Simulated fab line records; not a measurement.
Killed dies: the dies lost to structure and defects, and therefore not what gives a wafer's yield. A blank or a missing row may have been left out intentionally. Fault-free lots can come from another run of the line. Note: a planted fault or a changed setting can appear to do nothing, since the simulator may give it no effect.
A lot that was struck, set against a sound lot :: flow n5Finfet :: 41 out of 1938 route steps
Sound: wafers L980.2, L980.3, L980.5. The struck wafers were L990.1, L990.4, L990.5. The cause is given at the end.
At each step with rows: each side's tool, then ch and its chambers, then its first start. Under that, the readings that differ: sound wafers :: struck wafers :: difference of the means :: sigmas: that difference in standard deviations of wafers without a fault.
alike: same words and numbers on both sides, and readings whose means sit less than 2 such deviations apart. not compared: any withheld reading, any reading some wafer has no value for, any bound like >300 that may hide the same value, and any number with overlapping values for which the record gives no deviation.
Wherever a step has rows on one side only, a row that says differs or no value, or a row with sigmas, the two part there. Non-overlapping numbers with no deviation appear without sigmas and do not part them. Lack of a reading on every wafer of one side parts them only where that side has two or more wafers.

first, 4 steps without rows for these wafers: N5_BEOL_M4_SPUTTER_48 (material Cu, target thk 4.5 nm, time 8.29 s); N5_BEOL_M4_ANNEAL_49 (time 240 s); N5_BEOL_M4_SPUTTER_79 (material Cu, target thk 4.5 nm, time 8.29 s); N5_BEOL_M4_ANNEAL_80 (time 240 s).
N5_BEOL_M4_SPUTTER_81: material Cu, target thk 4.5 nm, time 8.29 s.
  sound on pvdSputter-01 at day 11 07:23; struck on pvdSputter-03 at day 13 05:19
  alike: throttleValvePct
then, 5 steps without rows for these wafers: N5_BEOL_M4_ANNEAL_82 (time 240 s); N5_BEOL_M4_SPUTTER_86 (material Cu, target thk 4.5 nm, time 8.29 s); N5_BEOL_M4_ANNEAL_87 (time 240 s); N5_BEOL_M4_SPUTTER_88 (material Cu, target thk 4.5 nm, time 8.29 s); N5_BEOL_M4_ANNEAL_89 (time 240 s).
N5_BEOL_M4_SPUTTER_90: material Cu, target thk 4.5 nm, time 8.29 s.
  sound on pvdSputter-01 at day 11 08:03; struck on pvdSputter-03 at day 13 05:58
  alike: throttleValvePct
then, 1 step without rows for these wafers: N5_BEOL_M4_ANNEAL_91 (time 240 s).
N5_BEOL_M4_SPUTTER_92: material Cu, target thk 4.5 nm, time 8.29 s.
  sound on pvdSputter-01 at day 11 08:16; struck on pvdSputter-03 at day 13 06:11
  alike: throttleValvePct
then, 1 step without rows for these wafers: N5_BEOL_M4_ANNEAL_93 (time 240 s).
N5_BEOL_M4_SPUTTER_94: material Cu, target thk 4.5 nm, time 8.29 s.
  sound on pvdSputter-01 at day 11 08:29; struck on pvdSputter-03 at day 13 06:25
  alike: throttleValvePct
then, 3 steps without rows for these wafers: N5_BEOL_M4_ANNEAL_95 (time 240 s); N5_BEOL_M4_SPUTTER_96 (material Cu, target thk 4.5 nm, time 8.29 s); N5_BEOL_M4_ECD_50 (material Cu, target thk 300 nm).
N5_BEOL_M4_ANNEAL_51: time 90 s.
  sound on rtpAnneal-01 ch 0, day 11 08:57; struck on rtpAnneal-02 ch 0, day 13 06:50
reading: wafer_temp_C_max
sound: 225.74 225.60 225.83
struck: 226.20 226.41 226.38
difference: +0.61
sigmas: +3
then, 5 steps without rows for these wafers: N5_BEOL_M4_CMP_52 (polishes, stops on SiOC, t overpolish 6.8 s, target thk 40 nm); N5_BEOL_M4_PRE_CLEAN_60 (time 15 s); N5_BEOL_M4_CO_CAP_55 (material Co, precursor CCTBA/H2, target thk 2 nm, time 102.1 s); N5_BEOL_M4_PRE_CLEAN_56 (time 15 s); N5_BEOL_M4_DEP_57 (deposits SiCN from 3MS/NH3, target thk 8 nm, time 14 s).
N5_BEOL_M4_RS_MEAS_58: a four-point-probe measurement.
  sound on filmMetro-01 at day 11 09:51; struck on filmMetro-02 at day 13 07:41
reading: M4_RS (ohm/sq)
sound: 0.674 0.720 0.744
struck: 0.639 0.615 0.654
difference: -0.077
sigmas: -3
N5_BEOL_M4_RC_MEAS_101:
  sound on prober-01 ch 0, day 11 10:03; struck on prober-01 ch 0, day 13 07:44
  alike: DIBL_N, DIBL_P, IOFF_N, IOFF_P, ION_N, ION_P, SS_N, SS_P, VT_N, VT_P
then, 2 steps without rows for these wafers: N5_BEOL_M5_ILD_DEP_00 (deposits SiCOH lowk from DEMS/porogen, target thk 140.64 nm, time 25.9 s); N5_BEOL_M5_CURE_79 (cures SiCOH lowk, time 240 s).
N5_BEOL_M5_THK_MEAS_01:
  sound on filmMetro-01 at day 11 11:26; struck on filmMetro-01 at day 13 09:17
  alike: M5_ILD_THK
N5_BEOL_M5_PECVD_70: deposits SiO2 from TEOS/O2, target thk 16 nm, time 18 s.
  sound on pecvd-03 ch 0,1,2, day 11 11:28; struck on pecvd-02 ch 0,1, day 13 09:19
reading: showerheadPlenumPTorr (Torr)
sound: 8.73 8.87 8.87
struck: 8.68 8.68 8.70
difference: -0.14
sigmas: -2
  alike: chamberPressureTorr, heaterPowerW, throttleValvePct
  not compared: sinceWetCleanH
then, 10 steps without rows for these wafers: N5_BEOL_M5_HM_DEP_02 (deposits TiN, target thk 20 nm); N5_BEOL_M5_COAT_59 (time 60 s, resist thk 60 nm); N5_BEOL_M5_COAT_60 (time 60 s, resist thk 12 nm); N5_BEOL_M5_COAT_71 (time 60 s, resist thk 5 nm); N5_BEOL_M5_COAT_05 (resist thk 30 nm); N5_BEOL_M5_EBR_07; N5_BEOL_M5_SOFTBAKE_06 (time 60 s); N5_BEOL_M5_EXPOSE_08 (exposes mask M5, target cd 28 nm); N5_BEOL_M5_PEB_09 (peb time 60 s); N5_BEOL_M5_DEVELOP_10 (develop time 30 s).
-- here the record skips 4 days between the struck wafers' starts before and after, leaving off in module BEOL_M5 and picking up in module PASSIVATION (first step shown: number 1936 of the route) --
N5_PASSIVATION_PROBE_49:
  record: rows for the struck wafers here (prober-02, day 17 19:05), none for the sound ones

WHERE THEY PART
Earliest at N5_BEOL_M4_ANNEAL_51; latest, in this record, at N5_PASSIVATION_PROBE_49.

WHY: what the simulator had put in
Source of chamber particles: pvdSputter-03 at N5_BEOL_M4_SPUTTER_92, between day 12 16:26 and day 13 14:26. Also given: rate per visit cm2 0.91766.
